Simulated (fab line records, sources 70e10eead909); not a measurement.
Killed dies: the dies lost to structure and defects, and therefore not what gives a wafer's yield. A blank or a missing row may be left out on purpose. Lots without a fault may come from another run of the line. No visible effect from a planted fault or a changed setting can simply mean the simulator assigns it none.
Which tool did it? -- flow nand-harc -- 6 lots, 18 wafers sampled, at 3 steps of a route of 1159

== WHAT THE GAUGES READ, wafer by wafer ==
NHARC_END_WLT_00.
lot,measured,on,VT_DECK1_MIDDLE_INNER
L658,day 20 15:40,prober-01,0.892 0.880 0.884
L661,day 20 23:20,prober-01,0.888 0.877 0.878
L662,day 21 17:34,prober-01,0.887
L670,day 22 15:04,prober-01,0.886 0.880 0.883
L674,day 24 05:09,prober-02,0.884 0.884 0.883
L679,day 25 05:35,prober-02,0.881 0.874 0.884

== WHICH TOOL RAN EACH LOT (tool, then ch and the chambers of the sampled wafers, then the start) ==
lot,NHARC_A_WL_FILL_CVD_03,NHARC_THIN_TSV_DEGAS_53
L658,"cvd-w-01 ch 0,1, day 15 14:41","pvd-sputter-03, day 19 22:56"
L661,"cvd-w-02 ch 0,1, day 15 17:58","pvd-sputter-03, day 20 00:16"
L662,"cvd-w-02 ch 0,1, day 16 06:52","pvd-sputter-01, day 20 09:54"
L670,"cvd-w-01 ch 0,1, day 18 01:40","pvd-sputter-03, day 21 23:16"
L674,"cvd-w-01 ch 0,1, day 19 16:22","pvd-sputter-03, day 23 20:19"
L679,"cvd-w-02 ch 0,1, day 20 20:28","pvd-sputter-03, day 24 22:05"
- NHARC_A_WL_FILL_CVD_03: deposits W, target thk 40 nm, time 3302 s.
- NHARC_THIN_TSV_DEGAS_53: time 60 s.

== THE ANSWER, worked out from the rows above alone ==
Rule: usual is defined by the lots themselves. Put in order of their means at a reading, lots are off if they are a third of the lots or fewer, leave a main group of 4 or more, and stand apart from it by a gap of 3 or more times the standard deviation of the main group's means; of several such gaps the widest counts. If all means in a main group match to the digits the tables above print for the reading, that group is not used. A lot without any number at a reading at which 4 lots or more have one is off too. The other lots that the step has rows for count as sound.
No lot is off at any reading shown: from this, nothing can be told.

== WHAT THE SIMULATOR PUT IN ==
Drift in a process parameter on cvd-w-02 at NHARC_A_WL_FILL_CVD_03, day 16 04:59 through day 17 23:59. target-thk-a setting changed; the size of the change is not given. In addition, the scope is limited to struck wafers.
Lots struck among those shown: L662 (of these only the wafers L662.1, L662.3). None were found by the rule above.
